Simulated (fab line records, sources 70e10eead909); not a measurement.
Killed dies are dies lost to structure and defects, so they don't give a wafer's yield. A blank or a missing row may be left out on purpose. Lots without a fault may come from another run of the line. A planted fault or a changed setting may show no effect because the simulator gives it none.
Problem report in the 8D (eight disciplines) form, filled by code | flow nand_harc | the parts of the form that need people (team, actions taken, sign-off) are left out

1. THE PROBLEM
run_length_s at NHARC_A_BLC_ETCH_17 reads a mean of 662.0 s on 2 wafers of 2 lots; wafers without a fault read 630.7 s with a standard deviation of 0.37. That is +85 standard deviations from the usual mean.
The step: etches the open film in N2/H2, target depth 390 nm, time 609.38 s.
First seen on wafer L686.2, day 28 21:23, on rie_diel-10. The record holds 36 wafers of 12 lots with a number at this step. Rule for "out", or "out of limits": more than 4 standard deviations from the usual mean. The other wafers with a number count as sound.

2. WHAT IT IS AND WHAT IT IS NOT
question                    | is                | is not
which readings at this step | run_length_s      | drypump_motor_current_A, oes_product_au, rf_vpp_V, showerhead_plenum_p_Torr, throttle_valve_pct
which lots                  | L686, L689        | L672, L673, L674, L675, L679, L680, L681, L683, L687, L688
which wafers of those lots  | L686.2, L689.3    | L686.1, L686.3, L689.1, L689.4
read on which tools         | rie_diel-10       | rie_diel-01
when                        | from day 28 21:23 | up to then (29 sound wafers); but 5 sound wafers of L688, L689 came after

3. SUSPECTS, AND WHAT RULES EACH OUT
Counting: a tool at a process step up to the reading stays a suspect if it ran every lot that is out. Sound lots after the first of them don't rule it out here, since some wafers of a struck lot are sound.
- rie_diel-10 at NHARC_A_BLC_ETCH_17 (etches the open film in N2/H2, target depth 390 nm, time 609.38 s): kept. It ran every lot that is out, first L686 (day 28 21:23); its last sound lot up to then is L687 (day 28 15:08). Its own readings are out on those wafers: run_length_s.
- Within rie_diel-10 at NHARC_A_BLC_ETCH_17: the wafers that are out ran in chamber 0; their sound lot-mates ran in chambers 1, 2, 3.
Left after counting: rie_diel-10 at NHARC_A_BLC_ETCH_17.

4. THE CAUSE (what the simulator had put in)
Process parameter drift: rie_diel-10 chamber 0, from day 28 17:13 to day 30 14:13, at NHARC_A_BLC_ETCH_17. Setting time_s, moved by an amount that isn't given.
Counting left only this tool.

5. THE CHAIN OF EFFECTS, in route order
Each row: a reading whose mean over the struck wafers that have a number lies more than 3 standard deviations from the usual. Only readings for which the record gives a usual standard deviation are gone through. hours: the time from each lot's start at the first step in this table that gives one to its start at this step, as a median over the lots. sigmas: the change in usual standard deviations.
hours | step                | reading      | usual   | on struck wafers | change | sigmas
0     | NHARC_A_BLC_ETCH_17 | run_length_s | 630.7 s | 662.0            | +31.3  | +85
The process steps in it:
- NHARC_A_BLC_ETCH_17: etches the open film in N2/H2, target depth 390 nm, time 609.38 s.
Later measuring or inspecting steps at which every struck wafer that the step has a row for has a number for every such reading, and none has moved that far: NHARC_END_SORT_01.

6. WHAT WOULD HAVE CAUGHT IT SOONER
In this record the first reading out of limits was taken at day 28 21:23, 4 hours after the fault began at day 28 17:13.
